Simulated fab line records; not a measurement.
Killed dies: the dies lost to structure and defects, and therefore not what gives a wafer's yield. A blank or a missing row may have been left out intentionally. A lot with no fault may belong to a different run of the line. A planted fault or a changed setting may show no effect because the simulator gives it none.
Chamber matching	flow n5_finfet	4 sister chambers for N5_STI_FIN_REVEAL_ALD_00 on ald_sin-02
The step deposits SiO2, target thk 1 nm, pulse time 1 s. 14 wafers are shown with their chamber, then 7 later ones without.

WAFERS WITH THEIR CHAMBER
wafer	chamber	heater_power_w (W)	precursor_pulse_height_rel
L075.1	1	466	0.996
L075.2	0	486	0.962
L075.3	2	490	1.000
L079.2	0	493	1.018
L079.4	1	460	0.993
L079.5	3	447	1.027
L080.1	3	437	1.022
L080.3	0	502	0.972
L080.5	2	484	1.020
L082.3	3	427	0.990
L082.4	0	513	1.008
L082.5	0	507	0.992
L085.3	3	432	0.978
L085.4	2	483	1.035

SIGNATURES, as means of the wafers listed above
reading	chamber 0	chamber 1	chamber 2	chamber 3	scatter within a chamber
heater_power_w	500.20	463.00	485.67	435.75	8.56
precursor_pulse_height_rel	0.99040	0.99450	1.01833	1.00425	0.0214
Rule: a wafer's distance from a chamber is the root of the sum, over the readings, of the square of ((its reading less the chamber's mean) divided by the reading's scatter). If the next closest chamber is less than 2 further off than the closest, the wafer can't be placed; otherwise it belongs to the closest. The scatter is the square root of a quotient: the sum, over the shown wafers, of each reading's squared deviation from its chamber's mean, divided by wafers minus chambers.

WAFERS WHOSE CHAMBER IS MISSING
wafer	heater_power_w (W)	precursor_pulse_height_rel
L085.6	436	1.025
L087.2	487	0.986
L087.4	467	0.975
L087.5	445	1.030
L096.1	510	1.027
L096.5	432	1.016
L096.6	480	0.996

WHICH CHAMBER EACH WENT THROUGH
wafer	from the rows above	in truth
L085.6	3	3
L087.2	can't be placed: 2 or 0 or 1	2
L087.4	can't be placed: 1 or 2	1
L087.5	can't be placed: 3 or 1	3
L096.1	can't be placed: 0 or 2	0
L096.5	3	3
L096.6	can't be placed: 2 or 1 or 0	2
2 of 7 placed correctly. Cannot be placed on the basis of these rows: 5; the candidates contain the true chamber in 5. Wrongly placed: 0.
